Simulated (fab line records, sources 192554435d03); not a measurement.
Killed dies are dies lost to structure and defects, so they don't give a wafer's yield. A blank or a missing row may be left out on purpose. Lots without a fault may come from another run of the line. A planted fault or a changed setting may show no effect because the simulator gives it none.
Chamber matching | flow n5_finfet | N5_BEOL_M8_ETCH_65 on rie_diel-03: 4 sister chambers
The step etches SiARC in CF4, target depth 15.6 nm, time 26 s. 4 wafers are shown with their chamber, then 11 later ones without.

WAFERS WITH THEIR CHAMBER
wafer  | chamber | showerhead_plenum_p_Torr (Torr)
L087.1 | 3       | 2.26
L087.4 | 0       | 2.11
L087.5 | 2       | 2.14
L092.2 | 1       | 2.15

WAFERS WITHOUT THEIR CHAMBER
wafer  | showerhead_plenum_p_Torr (Torr)
L092.3 | 2.26
L092.4 | 2.26
L093.1 | 2.26
L093.3 | 2.13
L093.6 | 2.26
L096.1 | 2.26
L096.3 | 2.13
L096.5 | 2.13
L097.1 | 2.15
L097.3 | 2.13
L097.5 | 2.26

WHICH CHAMBER EACH WENT THROUGH
wafer  | from the rows above          | in truth
L092.3 | 3                            | 3
L092.4 | 3                            | 3
L093.1 | 3                            | 3
L093.3 | can't be placed: 2 or 0 or 1 | 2
L093.6 | 3                            | 3
L096.1 | 3                            | 3
L096.3 | can't be placed: 2 or 0 or 1 | 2
L096.5 | can't be placed: 2 or 0 or 1 | 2
L097.1 | can't be placed: 1 or 2      | 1
L097.3 | can't be placed: 2 or 0 or 1 | 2
L097.5 | 3                            | 3
Placed correctly: 6 of 11. Can't be placed from these rows: 5 (the true chamber is among the candidates in 5). Placed wrongly: 0.
How it was worked out, from the rows above alone: a wafer's distance from a chamber is the root of the sum, over the readings, of the square of ((its reading less the chamber's mean) divided by the reading's scatter). The wafer belongs to the nearest chamber; if the next one is less than 2 further off, it can't be placed. A chamber's mean is the mean of its shown wafers. The scatter: with one shown wafer a chamber, the root of the mean of the squares of how far each hidden wafer lies from its nearest shown one.
